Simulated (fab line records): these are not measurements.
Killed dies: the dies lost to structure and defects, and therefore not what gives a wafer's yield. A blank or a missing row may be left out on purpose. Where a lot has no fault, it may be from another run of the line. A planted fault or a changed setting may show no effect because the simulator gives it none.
Chamber matching :: flow n5Finfet :: N5_BEOL_M5_STRIP_64 on rieDiel-06 has 4 sister chambers
The step strips in CF4. 4 wafers are shown with their chamber, then 9 later ones without.

== EACH WAFER AND ITS CHAMBER ==
wafer: L081.6
chamber: 0
throttleValvePct (%): 13.7

wafer: L090.1
chamber: 3
throttleValvePct (%): 13.2

wafer: L090.2
chamber: 2
throttleValvePct (%): 13.8

wafer: L090.6
chamber: 1
throttleValvePct (%): 14.1

== WAFERS WHOSE CHAMBER IS MISSING ==
wafer: L091.1
throttleValvePct (%): 14.1

wafer: L091.4
throttleValvePct (%): 13.2

wafer: L091.6
throttleValvePct (%): 13.2

wafer: L095.2
throttleValvePct (%): 13.2

wafer: L095.5
throttleValvePct (%): 13.9

wafer: L095.6
throttleValvePct (%): 13.2

wafer: L097.1
throttleValvePct (%): 13.9

wafer: L097.2
throttleValvePct (%): 13.2

wafer: L097.4
throttleValvePct (%): 13.2

== WHICH CHAMBER EACH ONE RAN IN ==
wafer: L091.1
from the rows above: 1
in truth: 1

wafer: L091.4
from the rows above: 3
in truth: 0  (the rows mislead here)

wafer: L091.6
from the rows above: 3
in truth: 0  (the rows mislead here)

wafer: L095.2
from the rows above: 3
in truth: 3

wafer: L095.5
from the rows above: 2
in truth: 2

wafer: L095.6
from the rows above: 3
in truth: 3

wafer: L097.1
from the rows above: 2
in truth: 2

wafer: L097.2
from the rows above: 3
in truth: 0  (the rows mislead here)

wafer: L097.4
from the rows above: 3
in truth: 3
Correct placement for 6 of the 9. From these rows, 0 cannot be placed. Placed wrongly: 3.
How it was worked out, from the rows above alone: a wafer's distance from a chamber is the root of the sum, over the readings, of the square of ((its reading less the chamber's mean) divided by the reading's scatter). The wafer belongs to the nearest chamber; if the next one is less than 2 further off, it can't be placed. The mean given for a chamber averages the wafers shown for that chamber. The scatter: with one shown wafer a chamber, the root of the mean of the squares of how far each hidden wafer lies from its nearest shown one.
